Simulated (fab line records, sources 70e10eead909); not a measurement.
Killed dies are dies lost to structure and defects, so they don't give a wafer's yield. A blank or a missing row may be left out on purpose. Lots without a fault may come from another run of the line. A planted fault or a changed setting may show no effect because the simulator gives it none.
Which tool did it? | flow nand_harc | 14 lots, 42 wafers sampled, at 6 steps of a route of 1302

WHAT THE GAUGES READ, wafer by wafer
NHARC_P_BONDPAD_INSPECT_23.
lot  | measured     | on                | raw_defect_count
L551 | day 6 20:57  | defect_inspect-01 | 374 381 513
L552 | day 7 01:56  | defect_inspect-01 | 504 402 423
L553 | day 7 10:50  | defect_inspect-01 | 279 306 393
L554 | day 7 21:24  | defect_inspect-01 | 659 418 573
L556 | day 8 18:48  | defect_inspect-02 | 240 345 312
L563 | day 11 16:53 | defect_inspect-02 | 279 306 403
L564 | day 12 03:01 | defect_inspect-02 | 299 275 461
L566 | day 12 17:44 | defect_inspect-02 | 367 325 339
L565 | day 12 19:10 | defect_inspect-02 | 239 256 225
L567 | day 13 18:23 | defect_inspect-02 | 225 308 219
L568 | day 13 20:51 | defect_inspect-01 | 352 277 343
L569 | day 14 13:20 | defect_inspect-02 | 403 483 223
L570 | day 14 22:29 | defect_inspect-02 | 532 375 289
L571 | day 15 09:29 | defect_inspect-01 | 449 398 472

NHARC_A_START_INSPECT_01.
lot  | measured     | on                | raw_defect_count
L551 | day 6 21:25  | defect_inspect-02 | 2 5 2
L552 | day 7 02:24  | defect_inspect-01 | 5 5 8
L553 | day 7 11:18  | defect_inspect-01 | 1 2 4
L554 | day 7 21:52  | defect_inspect-01 | 2 5 6
L556 | day 8 19:16  | defect_inspect-01 | 4 5 2
L563 | day 11 17:20 | defect_inspect-02 | 5 0 3
L564 | day 12 03:28 | defect_inspect-01 | 4 0 4
L566 | day 12 18:12 | defect_inspect-02 | 5 1 5
L565 | day 12 19:37 | defect_inspect-02 | 2 2 5
L567 | day 13 18:51 | defect_inspect-02 | 5 8 4
L568 | day 13 21:19 | defect_inspect-02 | 0 5 6
L569 | day 14 13:47 | defect_inspect-02 | 1 1 1
L570 | day 14 22:58 | defect_inspect-01 | 2 8 3
L571 | day 15 09:58 | defect_inspect-01 | 4 1 1

NHARC_A_ONON_D1_THK_MEAS_02: measures by ellipsometry.
lot  | measured     | on            | thk_nm (nm)
L551 | day 7 20:16  | film_metro-01 | 997 999 998
L552 | day 8 03:30  | film_metro-02 | 971 969 971
L553 | day 8 12:44  | film_metro-01 | 614 613 614
L554 | day 8 23:16  | film_metro-01 | 622 621 622
L556 | day 9 20:22  | film_metro-01 | 614 614 614
L563 | day 12 15:04 | film_metro-01 | 1000 1001 1001
L564 | day 13 02:52 | film_metro-01 | 1002 1001 1002
L566 | day 13 17:01 | film_metro-02 | 997 997 996
L565 | day 13 17:02 | film_metro-01 | 1004 1003 1003
L567 | day 14 17:54 | film_metro-01 | 983 984 982
L568 | day 14 17:55 | film_metro-02 | 1010 1010 1010
L569 | day 15 12:43 | film_metro-01 | 986 986 986
L570 | day 16 00:17 | film_metro-01 | 991 990 988
L571 | day 16 07:53 | film_metro-01 | 998 998 1000

NHARC_END_SORT_01.
lot  | measured     | on        | killed_at_array | killed_at_other | killed_at_periphery | killed_dies | killed_open | killed_short
L553 | day 25 09:29 | prober-02 | 673 675 677     | 0 0 0           | 4 2 0               | 677 677 677 | 4 1 3       | 4 2 3
L554 | day 25 08:39 | prober-01 | 668 666 668     | 2 1 0           | 7 10 9              | 677 677 677 | 4 5 3       | 2 5 3
L556 | day 26 02:25 | prober-02 | 671 672 670     | 1 0 1           | 5 5 6               | 677 677 677 | 7 3 7       | 1 2 0

WHICH TOOL RAN EACH LOT (tool, then ch and the chambers of the sampled wafers, then the start)
lot  | NHARC_A_ONON_D1_DEP_00           | NHARC_A_CHANNEL_HOLE_D1_DEP_01
L551 | pecvd_onon-01 ch 0, day 7 19:46  | pecvd-04 ch 1,2, day 8 12:39
L552 | pecvd_onon-01 ch 0, day 8 02:59  | pecvd-04 ch 0,1, day 8 18:58
L553 | pecvd_onon-01 ch 0, day 8 12:17  | -
L554 | pecvd_onon-01 ch 0, day 8 22:46  | -
L556 | pecvd_onon-01 ch 0, day 9 19:55  | -
L563 | pecvd_onon-03 ch 0, day 12 14:34 | pecvd-04 ch 0,1,2, day 13 07:10
L564 | pecvd_onon-02 ch 0, day 13 02:32 | pecvd-01 ch 0,1,2, day 13 21:41
L566 | pecvd_onon-03 ch 0, day 13 16:38 | pecvd-04 ch 0,1,2, day 14 10:54
L565 | pecvd_onon-01 ch 0, day 13 16:31 | pecvd-02 ch 0,1, day 14 11:17
L567 | pecvd_onon-03 ch 0, day 14 17:23 | pecvd-04 ch 1,2, day 15 09:47
L568 | pecvd_onon-01 ch 0, day 14 17:23 | pecvd-02 ch 0,1,2, day 15 09:47
L569 | pecvd_onon-01 ch 0, day 15 12:12 | pecvd-02 ch 0,1, day 16 06:29
L570 | pecvd_onon-03 ch 0, day 15 23:46 | pecvd-02 ch 1,2, day 16 18:23
L571 | pecvd_onon-01 ch 0, day 16 07:22 | pecvd-02 ch 0,1, day 17 01:07
- NHARC_A_ONON_D1_DEP_00: target thk 1000 nm.
- NHARC_A_CHANNEL_HOLE_D1_DEP_01: deposits SiON, target thk 140 nm.

WHAT THE TOOLS THEMSELVES READ (means of the sampled wafers that have a number; where no wafer has one, the mark that the record gives instead)
NHARC_A_ONON_D1_DEP_00.
lot  | tool          | n2o_flow_sccm (sccm)
L551 | pecvd_onon-01 | 2001
L552 | pecvd_onon-01 | 1998
L553 | pecvd_onon-01 | 2001
L554 | pecvd_onon-01 | 2002
L556 | pecvd_onon-01 | 2003
L563 | pecvd_onon-03 | 2000
L564 | pecvd_onon-02 | 2005
L566 | pecvd_onon-03 | 2001
L565 | pecvd_onon-01 | 2002
L567 | pecvd_onon-03 | 2001
L568 | pecvd_onon-01 | 1989
L569 | pecvd_onon-01 | 1995
L570 | pecvd_onon-03 | 1994
L571 | pecvd_onon-01 | 1998

NHARC_A_CHANNEL_HOLE_D1_DEP_01.
lot  | tool     | heater_power_w (W)
L551 | pecvd-04 | 666
L552 | pecvd-04 | 718
L563 | pecvd-04 | 667
L564 | pecvd-01 | 675
L566 | pecvd-04 | 713
L565 | pecvd-02 | 898
L567 | pecvd-04 | 697
L568 | pecvd-02 | 797
L569 | pecvd-02 | 918
L570 | pecvd-02 | 730
L571 | pecvd-02 | 943

THE ANSWER, worked out from the rows above alone
Rule: what is usual is taken from the lots themselves. Put in order of their means at a reading, lots are off if they are a third of the lots or fewer, leave a main group of 4 or more, and stand apart from it by a gap of 3 or more times the standard deviation of the main group's means; of several such gaps the widest counts. A main group whose means are all the same, to the digits that the tables above print for the reading, isn't used. A lot without any number at a reading at which 4 lots or more have one is off too. The other lots that the step has rows for count as sound. The gauges are gone through in route order, then the tools' own readings, and for those a lot's mean is taken as printed above. The first step at which some lot is off is used, and at that step the reading that is off furthest; a lot without a number counts as furthest.
Off: L553, L554, L556, at NHARC_A_ONON_D1_THK_MEAS_02 (thk_nm). The main group: mean 994 nm, standard deviation 11.
A tool fits if, at a process step before that reading, it ran every lot that is off, and no sound lot after the first of them. The gauges at NHARC_A_ONON_D1_THK_MEAS_02 are tried like those tools. None of those tried fits.

WHAT THE SIMULATOR HAD PUT IN
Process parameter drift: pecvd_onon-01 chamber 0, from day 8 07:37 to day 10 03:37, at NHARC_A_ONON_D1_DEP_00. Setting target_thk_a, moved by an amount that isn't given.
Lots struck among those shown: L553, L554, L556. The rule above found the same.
